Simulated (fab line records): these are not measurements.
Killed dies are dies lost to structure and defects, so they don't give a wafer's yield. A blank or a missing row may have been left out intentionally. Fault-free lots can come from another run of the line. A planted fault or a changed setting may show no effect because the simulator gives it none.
A struck lot beside a sound one :: flow n5-finfet :: 38 out of 1938 route steps
Sound: the wafers L804.2, L804.4, L804.5. Struck: wafer L817.3. (L817.4, L817.6 of the same lot were not struck and are left out.) The cause comes at the end.
Order at every step that has rows: each side's tool, ch and its chambers, its first start. Under that, the readings that differ: sound wafers :: struck wafers :: difference of the means :: sigmas: that difference in standard deviations of wafers without a fault.
alike: readings with means less than 2 such deviations apart, plus words and numbers identical on both sides. not compared: withheld readings, readings lacking a value on some wafer, bounds such as >300 that could conceal the same value, and numbers that have no deviation in the record and whose values overlap.
A row with sigmas, a row that says differs or no value, or rows on one side alone: a step with any of these is where the two part. Numbers that have no deviation but don't overlap get no sigmas and don't part them. Lack of a reading on every wafer of one side parts them only where that side has two or more wafers.

first, 9 steps without rows for these wafers: N5_BEOL_M3_ANNEAL_95 (time 240 s); N5_BEOL_M3_SPUTTER_96 (material Cu, target thk 4.5 nm, time 8.29 s); N5_BEOL_M3_ECD_50 (material Cu, target thk 300 nm); N5_BEOL_M3_ANNEAL_51 (time 90 s); N5_BEOL_M3_CMP_52 (polishes, stops on SiOC, t overpolish 6.8 s, target thk 40 nm); N5_BEOL_M3_PRE_CLEAN_60 (time 15 s); N5_BEOL_M3_CO_CAP_55 (material Co, precursor CCTBA/H2, target thk 2 nm, time 102.1 s); N5_BEOL_M3_PRE_CLEAN_56 (time 15 s); N5_BEOL_M3_DEP_57 (deposits SiCN from 3MS/NH3, target thk 8 nm, time 14 s).
N5_BEOL_M4_ILD_DEP_00: deposits SiOC from DEMS/O2, target thk 79 nm, time 15.3 s.
  sound on pecvd-04 ch 0,2, day 8 14:24; struck on pecvd-04 ch 0, day 11 21:51
reading: model.SiOC_of_BEOL_M4_ILD_DEP_00.thk-nm (nm)
sound: 76.8 78.8 78
struck: 143.2
difference: +65.3
sigmas: 
  alike: heater-power-w, showerhead-plenum-p-Torr, throttle-valve-pct
  not compared: since-wet-clean-h
N5_BEOL_M4_THK_MEAS_01:
  sound on film-metro-01, day 8 14:29; struck on film-metro-02, day 11 21:55
reading: M4_ILD_THK (nm)
sound: 76.7 78.6 78.2
struck: 143.1
difference: +65.3
sigmas: +59
then, 24 steps without rows for these wafers: N5_BEOL_M4_PECVD_72 (deposits SiO2 from TEOS/O2, target thk 16 nm, time 18 s); N5_BEOL_M4_HM_DEP_02 (deposits TiN, target thk 20 nm); N5_BEOL_M4_COAT_61 (time 60 s, resist thk 60 nm); N5_BEOL_M4_COAT_62 (time 60 s, resist thk 12 nm); N5_BEOL_M4_COAT_73 (time 60 s, resist thk 5 nm); N5_BEOL_M4_COAT_05 (resist thk 30 nm); N5_BEOL_M4_EBR_07; N5_BEOL_M4_SOFTBAKE_06 (time 60 s); N5_BEOL_M4_EXPOSE_08 (exposes mask M4); N5_BEOL_M4_PEB_09 (peb time 60 s); N5_BEOL_M4_DEVELOP_10 (develop time 30 s); N5_BEOL_M4_DESCUM_16 (chemistry O2, time 7 s); N5_BEOL_M4_ETCH_74 (etches underlayer in N2/H2, target depth 6.5 nm, time 5.2 s); N5_BEOL_M4_ETCH_63 (etches SiARC in CF4, target depth 15.6 nm, time 26 s); N5_BEOL_M4_ETCH_64 (etches SOC in N2/H2, target depth 75 nm, overetch 22.5 nm, time 121.9 s); N5_BEOL_M4_STRIP_65 (strips in N2/H2); N5_BEOL_M4_STRIP_75 (strips in N2/H2); N5_BEOL_M4_STRIP_66 (strips in CF4); N5_BEOL_M4_HM_OPEN_17 (chemistry Cl2/BCl3, target TiN, target depth 20 nm, overetch 6 nm); N5_BEOL_M4_STRIP_19 (strips in O2); N5_BEOL_M4_COAT_67 (time 60 s, resist thk 60 nm); N5_BEOL_M4_COAT_68 (time 60 s, resist thk 12 nm); N5_BEOL_M4_COAT_76 (time 60 s, resist thk 5 nm); N5_BEOL_M4_COAT_22 (resist thk 30 nm).
N5_BEOL_M4_CMP_52: polishes, stops on SiOC, t overpolish 6.8 s, target thk 40 nm.
  sound on cmp-01 ch 0,2,3, day 9 16:25; struck on cmp-01 ch 0, day 13 03:08
reading: model.SiOC_of_BEOL_M4_ILD_DEP_00.thk-nm (nm)
sound: 73.8 75.8 75
struck: 140.2
difference: +65.3
sigmas: 
  alike: motor-current-A
N5_BEOL_M4_RC_MEAS_101:
  the record has rows for the sound wafers here (prober-02 ch 0, day 9 17:08) and none for the struck ones
-- record jumps: 5 days separate the struck wafers' starts on either side; left off in module BEOL_M4, taken up again in module PASSIVATION, whose first shown step is the route's number 1936 --
N5_PASSIVATION_PROBE_49:
  sound on prober-02, day 14 06:16; struck on prober-02, day 17 23:14
reading: defect-limited-yield (%)
sound: 93.6 91.9 93.4
struck: 0
difference: -93
sigmas: -66

reading: killed_at_M4_up
sound: 12 17 15
struck: 1089
difference: +1074
sigmas: +99 or more

reading: killed-dies
sound: 76 95 78
struck: 1180
difference: +1097
sigmas: +65

reading: killed-on-rim
sound: 10 13 11
struck: 152
difference: +141
sigmas: +37

reading: sort_bin_5_function (%)
sound: 3.7 4.8 4.1
struck: 96.0
difference: +91.8
sigmas: +96

reading: sort-n-pass
sound: 1104 1085 1102
struck: 0
difference: -1097
sigmas: -65

reading: sort-yield-pct (%)
sound: 93.6 91.9 93.4
struck: 0
difference: -93
sigmas: -66
  alike: killed_at_M0_to_M3, killed-at-contacts, killed-at-front-end, killed-at-other, killed-open, killed-short, sort_bin_6_memory

WHERE THEY PART
Last at N5_PASSIVATION_PROBE_49 as far as this record goes, first at N5_BEOL_M4_THK_MEAS_01.

WHY: whatever the simulator had introduced
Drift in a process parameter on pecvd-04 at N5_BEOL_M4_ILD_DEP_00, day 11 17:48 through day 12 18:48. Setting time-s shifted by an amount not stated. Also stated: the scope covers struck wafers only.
